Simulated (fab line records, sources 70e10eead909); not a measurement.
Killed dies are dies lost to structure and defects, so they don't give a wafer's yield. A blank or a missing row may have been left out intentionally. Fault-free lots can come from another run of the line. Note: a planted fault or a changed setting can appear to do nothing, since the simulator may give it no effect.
Which tool was responsible? + flow nand_harc + 6 lots with 18 wafers sampled at 5 steps, on a route of 1302 steps

WHAT EACH GAUGE READ, for each wafer
NHARC_END_SORT_01.
| lot  | measured     | on        | killed_at_other |
|------|--------------|-----------|-----------------|
| L695 | day 26 23:20 | prober-01 | 1 2 0           |
| L701 | day 28 10:52 | prober-02 | 0 0 1           |

WHICH TOOL RAN EACH LOT (tool, then ch and the chambers of the sampled wafers, then the start)
| lot  | NHARC_A_M0_CMP_23             | NHARC_A_M1_EXPOSE_06               | NHARC_A_M1_DESCUM_14               | NHARC_A_M1_ETCH_15                            |
|------|-------------------------------|------------------------------------|------------------------------------|-----------------------------------------------|
| L690 | cmp-02 ch 0,1,3, day 23 19:25 | arfi_scanner-01 ch 0, day 23 21:07 | rie_diel-11 ch 0,3, day 23 21:26   | rie_diel-11 ch 0,1,2, no start                |
| L695 | cmp-02 ch 1,2,3, day 25 06:31 | arfi_scanner-02 ch 0, day 25 08:07 | rie_diel-02 ch 0,1,2, day 25 08:26 | rie_diel-02 ch 0,1,2, day 26 23:20 or earlier |
| L701 | cmp-02 ch 0,2,3, day 26 19:50 | arfi_scanner-01 ch 0, day 26 21:29 | rie_diel-11 ch 1,2, day 26 21:49   | rie_diel-11 ch 1,2, day 28 10:52 or earlier   |
| L703 | cmp-03 ch 1,3, day 28 13:34   | arfi_scanner-02 ch 0, day 28 15:18 | rie_diel-11 ch 0,2,3, day 28 15:39 | rie_diel-11 ch 2,3, no start                  |
| L707 | cmp-01 ch 0,1,3, day 30 10:05 | arfi_scanner-01 ch 0, day 30 11:50 | rie_diel-11 ch 0,1,3, day 30 12:10 | rie_diel-11 ch 0,2,3, no start                |
| L711 | cmp-02 ch 0,1,3, day 32 02:02 | arfi_scanner-02 ch 0, day 32 03:38 | rie_diel-04 ch 0,1,2, day 32 03:58 | rie_diel-04 ch 0,1,3, no start                |
- NHARC_A_M0_CMP_23: polishes, t overpolish 20 s, target thk 113.75 nm.
- NHARC_A_M1_EXPOSE_06: exposes mask A M1, target cd 120 nm.
- NHARC_A_M1_DESCUM_14: chemistry O2, time 3 s.
- NHARC_A_M1_ETCH_15: etches the open film in C4F8/Ar, target depth 182.5 nm, time 91.2 s.

THE ANSWER, worked out from the rows above alone
Rule: the lots themselves supply what counts as usual. Put in order of their means at a reading, lots are off if they are a third of the lots or fewer, leave a main group of 4 or more, and stand apart from it by a gap of 3 or more times the standard deviation of the main group's means; of several such gaps the widest counts. The tables above print the reading to a certain number of digits; a main group whose means all agree to those digits is not used. Also off: a lot with no number at a reading for which 4 or more lots have one. The other lots that the step has rows for count as sound.
No lot is off on any of the readings shown, so nothing can be concluded from this.

WHAT THE SIMULATOR HAD INSERTED
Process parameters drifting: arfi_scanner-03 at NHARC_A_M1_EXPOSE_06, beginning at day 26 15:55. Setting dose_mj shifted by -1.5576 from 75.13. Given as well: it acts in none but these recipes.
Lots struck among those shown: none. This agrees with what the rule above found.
